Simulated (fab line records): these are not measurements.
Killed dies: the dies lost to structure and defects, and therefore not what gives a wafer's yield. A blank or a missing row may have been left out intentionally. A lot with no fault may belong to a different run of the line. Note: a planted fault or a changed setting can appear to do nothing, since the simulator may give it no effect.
Matching of chambers | flow n5Finfet | N5_ILD0_ALD_15 on aldSin-03: 4 sister chambers
The step deposits SiNx, target thk 24 nm, pulse time 1 s, ald cycles 480. 4 wafers are shown with their chamber, then 8 later ones without.

== WAFERS PAIRED WITH THEIR CHAMBERS ==
wafer  | chamber | heaterPowerW (W)
L083.1 | 0       | 777
L083.2 | 2       | 887
L083.3 | 1       | 800
L083.4 | 3       | 901

== WAFERS MISSING THEIR CHAMBER ==
wafer  | heaterPowerW (W)
L083.5 | 772
L083.6 | 902
L085.2 | 907
L085.3 | 874
L085.6 | 831
L097.2 | 833
L097.3 | 791
L097.6 | 899

== WHICH CHAMBER EACH WENT THROUGH ==
wafer  | from the rows above          | in truth
L083.5 | can't be placed: 0 or 1      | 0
L083.6 | can't be placed: 3 or 2      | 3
L085.2 | can't be placed: 3 or 2      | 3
L085.3 | can't be placed: 2 or 3      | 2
L085.6 | can't be placed: 1 or 0 or 2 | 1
L097.2 | can't be placed: 1 or 2 or 0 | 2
L097.3 | can't be placed: 1 or 0      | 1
L097.6 | can't be placed: 3 or 2      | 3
Correctly placed: 0 of 8. Can't be placed from these rows: 8 (the true chamber is among the candidates in 8). 0 placed wrongly.
How it was worked out, from the rows above alone: a wafer's distance from a chamber is the root of the sum, over the readings, of the square of ((its reading less the chamber's mean) divided by the reading's scatter). The wafer belongs to the nearest chamber; if the next one is less than 2 further off, it can't be placed. A chamber's mean is the mean of its shown wafers. The scatter: with one shown wafer a chamber, the root of the mean of the squares of how far each hidden wafer lies from its nearest shown one.
